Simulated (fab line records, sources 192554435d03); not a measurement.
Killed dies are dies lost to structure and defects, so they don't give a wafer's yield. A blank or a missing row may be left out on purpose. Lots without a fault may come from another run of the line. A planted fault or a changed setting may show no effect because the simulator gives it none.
Which tool did it? | flow n5_finfet | 19 lots, 57 wafers sampled, at 2 steps of a route of 1938

WHAT THE GAUGES READ, wafer by wafer
N5_PMOS_HMC_CHANNEL_EPI_INSPECT_11: inspects for defects (macro). Usual: raw_defect_count 2.0, standard deviation 1.6.
lot  | measured    | on                | raw_defect_count | flag
L075 | day 1 23:17 | defect_inspect-02 | 1 2 6            |
L076 | day 2 04:57 | defect_inspect-02 | 1 4 1            |
L077 | day 2 11:26 | defect_inspect-01 | 8 1 2            |
L078 | day 2 17:34 | defect_inspect-01 | 0 2 2            |
L079 | day 2 23:08 | defect_inspect-01 | 5 4 0            |
L080 | day 3 05:23 | defect_inspect-02 | 4 2 1            |
L081 | day 3 11:37 | defect_inspect-01 | 4 1 1            |
L082 | day 3 17:08 | defect_inspect-02 | 3 2 2            |
L085 | day 4 11:45 | defect_inspect-02 | 3 2 2            |
L087 | day 5 00:00 | defect_inspect-01 | 1 3 3            |
L088 | day 5 05:16 | defect_inspect-02 | 0 1 4            |
L089 | day 5 11:11 | defect_inspect-01 | 0 2 2            |
L090 | day 5 17:16 | defect_inspect-02 | 4 1 1            |
L091 | day 5 23:06 | defect_inspect-01 | 2 2 3            |
L093 | day 6 22:40 | defect_inspect-02 | 3 2 0            |
L094 | day 7 06:46 | defect_inspect-01 | 3 0 1            |
L095 | day 7 07:40 | defect_inspect-01 | 2 4 3            |
L096 | day 7 08:31 | defect_inspect-01 | 2 1 0            |
L097 | day 7 11:56 | defect_inspect-01 | 1 1 2            |

WHICH TOOL RAN EACH LOT (tool, then ch and the chambers of the sampled wafers, then the start)
lot  | N5_ZERO_LAYER_ETCH_17
L075 | rie_diel-03 ch 0,3, day 1 18:50
L076 | rie_diel-01 ch 0,2, day 2 00:50
L077 | rie_diel-03 ch 0,2, day 2 06:52
L078 | rie_diel-03 ch 0,2, day 2 13:14
L079 | rie_diel-03 ch 1,2, day 2 18:43
L080 | rie_diel-01 ch 0,1,2, day 3 00:52
L081 | rie_diel-06 ch 1,2,3, day 3 06:44
L082 | rie_diel-06 ch 0,1,3, day 3 12:43
L085 | rie_diel-03 ch 0,2,3, day 4 06:50
L087 | rie_diel-06 ch 0,2, day 4 18:50
L088 | rie_diel-06 ch 0,1,3, day 5 00:50
L089 | rie_diel-03 ch 0,1,3, day 5 06:43
L090 | rie_diel-06 ch 0,2,3, day 5 12:50
L091 | rie_diel-03 ch 1,2,3, day 5 18:52
L093 | rie_diel-01 ch 0,1,3, day 6 06:53
L094 | rie_diel-01 ch 0,1,3, day 6 12:50
L095 | rie_diel-03 ch 0,2,3, day 6 18:52
L096 | rie_diel-06 ch 1,2,3, day 7 02:14
L097 | rie_diel-06 ch 0,1,2, day 7 06:50
- N5_ZERO_LAYER_ETCH_17: etches SiO2 in CF4, target depth 12 nm, time 13.3 s.

WHAT THE TOOLS THEMSELVES READ (means of the sampled wafers that have a number; where no wafer has one, the mark that the record gives instead)
N5_ZERO_LAYER_ETCH_17. Usual: bias_w 215.0 W, standard deviation 0.69; drypump_motor_current_A 5.8 A, standard deviation 0.56; oes_product_au 0.77 a.u., standard deviation 0.069; rf_vpp_V 949 V, standard deviation 4; showerhead_plenum_p_Torr 2.15 Torr, standard deviation 0.06; throttle_valve_pct 15.77 %, standard deviation 0.22.
lot  | tool        | bias_w (W) | drypump_motor_current_A (A) | oes_product_au (a.u.) | rf_vpp_V (V) | showerhead_plenum_p_Torr (Torr) | throttle_valve_pct (%) | flag
L075 | rie_diel-03 | 214.8      | 5.4                         | 0.73                  | 949          | 2.16                            | 15.92                  |
L076 | rie_diel-01 | 215.7      | 6.5                         | 0.82                  | 945          | 2.08                            | 15.96                  |
L077 | rie_diel-03 | 215.2      | 5.4                         | 0.77                  | 951          | 2.18                            | 15.78                  |
L078 | rie_diel-03 | 215.5      | 5.2                         | 0.79                  | 953          | 2.21                            | 15.71                  |
L079 | rie_diel-03 | 214.9      | 5.4                         | 0.78                  | 951          | 2.19                            | 15.52                  |
L080 | rie_diel-01 | 214.7      | 6.4                         | 0.80                  | 945          | 2.09                            | 15.87                  |
L081 | rie_diel-06 | 215.2      | 5.6                         | 0.81                  | 950          | 2.15                            | 15.72                  |
L082 | rie_diel-06 | 215.3      | 5.6                         | 0.77                  | 951          | 2.20                            | 15.83                  |
L085 | rie_diel-03 | 215.1      | 5.3                         | 0.83                  | 951          | 2.19                            | 15.70                  |
L087 | rie_diel-06 | 214.8      | 6.4                         | 0.78                  | 947          | 2.12                            | 15.78                  |
L088 | rie_diel-06 | 214.7      | 5.6                         | 0.77                  | 952          | 2.20                            | 15.84                  |
L089 | rie_diel-03 | 214.4      | 5.7                         | 0.81                  | 948          | 2.13                            | 15.58                  |
L090 | rie_diel-06 | 215.6      | 6.0                         | 0.79                  | 950          | 2.15                            | 15.82                  |
L091 | rie_diel-03 | 215.0      | 5.5                         | 0.83                  | 949          | 2.16                            | 15.52                  |
L093 | rie_diel-01 | 214.9      | 6.3                         | 0.75                  | 947          | 2.12                            | 15.88                  |
L094 | rie_diel-01 | 215.7      | 6.3                         | 0.75                  | 947          | 2.11                            | 15.87                  |
L095 | rie_diel-03 | 214.9      | 5.3                         | 0.81                  | 951          | 2.18                            | 15.72                  |
L096 | rie_diel-06 | 214.8      | 5.6                         | 0.77                  | 951          | 2.14                            | 15.77                  |
L097 | rie_diel-06 | 215.0      | 6.0                         | 0.73                  | 949          | 2.16                            | 15.84                  |

THE ANSWER, worked out from the rows above alone
Rule: a lot is off if the mean of its wafers that have a number lies more than 3 standard deviations from the usual mean. A lot without any number at a reading at which 4 lots or more have one is off too. The other lots that the step has rows for count as sound. The gauges are gone through in route order, then the tools' own readings, and for those a lot's mean is taken as printed above. The first step at which some lot is off is used, and at that step the reading that is off furthest; a lot without a number counts as furthest.
No lot is off at any reading shown: from this, nothing can be told.

WHAT THE SIMULATOR HAD PUT IN
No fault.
